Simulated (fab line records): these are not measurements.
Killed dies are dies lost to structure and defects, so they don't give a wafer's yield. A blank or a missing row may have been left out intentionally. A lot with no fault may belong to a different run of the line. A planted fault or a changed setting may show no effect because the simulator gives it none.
A struck lot beside a sound one | flow nand-harc | 14 out of 1302 route steps
Sound: these wafers, L760.1, L760.5, L760.6. The struck wafers were L766.1, L766.4, L766.6. The cause is given at the end.
Each step with rows lists, per side, the tool, then ch with its chambers, then its first start. Under that, the readings that differ: sound wafers | struck wafers | difference of the means | sigmas: that difference in standard deviations of wafers without a fault.
alike: readings with means less than 2 such deviations apart, plus words and numbers identical on both sides. not compared: withheld readings, readings lacking a value on some wafer, bounds such as >300 that could conceal the same value, and numbers that have no deviation in the record and whose values overlap.
A row with sigmas, a row that says differs or no value, or rows on one side alone: a step with any of these is where the two part. Numbers that have no deviation but don't overlap get no sigmas and don't part them. A reading that every wafer of one side lacks parts them only if that side has two wafers or more.

first, 1 step without rows for these wafers: NHARC_A_CHANNEL_FILL_D1_SRD_12.
NHARC_A_CHANNEL_FILL_D1_INSPECT_13:
  sound on defect-inspect-02, day 13 08:04; struck on defect-inspect-02, day 14 16:22
  alike: raw-defect-count
NHARC_A_DECK1_JOINT_ETCHBACK_07: etches the open film in HBr, target depth 105 nm, time 26.9 s.
  sound on rie-si-03 ch 0,3, day 13 08:09; struck on rie-si-04 ch 0,2,3, day 14 16:26
  alike: drypump-motor-current-A, he-backside-leak-sccm, oes-product-au, rf-fwd-power-W, throttle-valve-pct
  not compared: rf-hours-counter-h
then, 7 steps without rows for these wafers: NHARC_A_DECK1_JOINT_ETCH_25 (etches SiO2 in dHF, target depth 0.5 nm); NHARC_A_DECK1_JOINT_ETCH_19 (etches poly-Si in TMAH, target depth 3 nm); NHARC_A_DECK1_JOINT_ETCH_18 (etches SiO2 in dHF, target depth 3 nm); NHARC_A_DECK1_JOINT_WET_08 (chemistry H3PO4, time 86 s); NHARC_A_DECK1_JOINT_ETCH_09 (etches SiO2 in dHF, target depth 5 nm); NHARC_A_DECK1_JOINT_WET_10 (chemistry H3PO4, time 86 s); NHARC_A_DECK1_JOINT_ETCH_11 (etches SiO2 in dHF, target depth 35 nm).
NHARC_A_DECK1_JOINT_CVD_12: deposits poly-Si, target thk 90 nm, time 1800 s.
  sound on lpcvd-poly-02 ch 0, day 13 15:35; struck on lpcvd-poly-01 ch 0, day 15 02:40
  alike: zone-power-bottom-pct
NHARC_A_DECK1_JOINT_CMP_13: polishes, target thk 51.023 nm.
  sound on cmp-03 ch 0,1,2, day 13 18:38; struck on cmp-03 ch 1,3, day 15 05:58
  reading                | sound         | struck         | difference | sigmas
  time-to-endpoint-s (s) | 13.6 9.5 10.7 | 18.2 20.6 20.8 | +8.6       | +5
  alike: motor-current-A
NHARC_A_DECK1_JOINT_THK_MEAS_14: measures by ellipsometry.
  sound on film-metro-02, day 13 18:49; struck on film-metro-02, day 15 06:13
  alike: thk-nm
-- break in the record here, with 14 days between the starts of the struck wafers on either side (left off in module A_DECK1_JOINT, picked up again in module END, where the first step shown is number 1302 on the route) --
NHARC_END_SORT_01:
  sound on prober-02 ch 0, day 27 15:25; struck on prober-02 ch 0, day 29 06:47
  alike: killed-at-array, killed-at-other, killed-at-periphery, killed-dies, killed-open, killed-short

## WHERE THEY PART
Only at NHARC_A_DECK1_JOINT_CMP_13, within this record. Later steps at which nothing parts them and some readings are alike: NHARC_A_DECK1_JOINT_THK_MEAS_14, NHARC_END_SORT_01.

WHY: what the simulator had put in
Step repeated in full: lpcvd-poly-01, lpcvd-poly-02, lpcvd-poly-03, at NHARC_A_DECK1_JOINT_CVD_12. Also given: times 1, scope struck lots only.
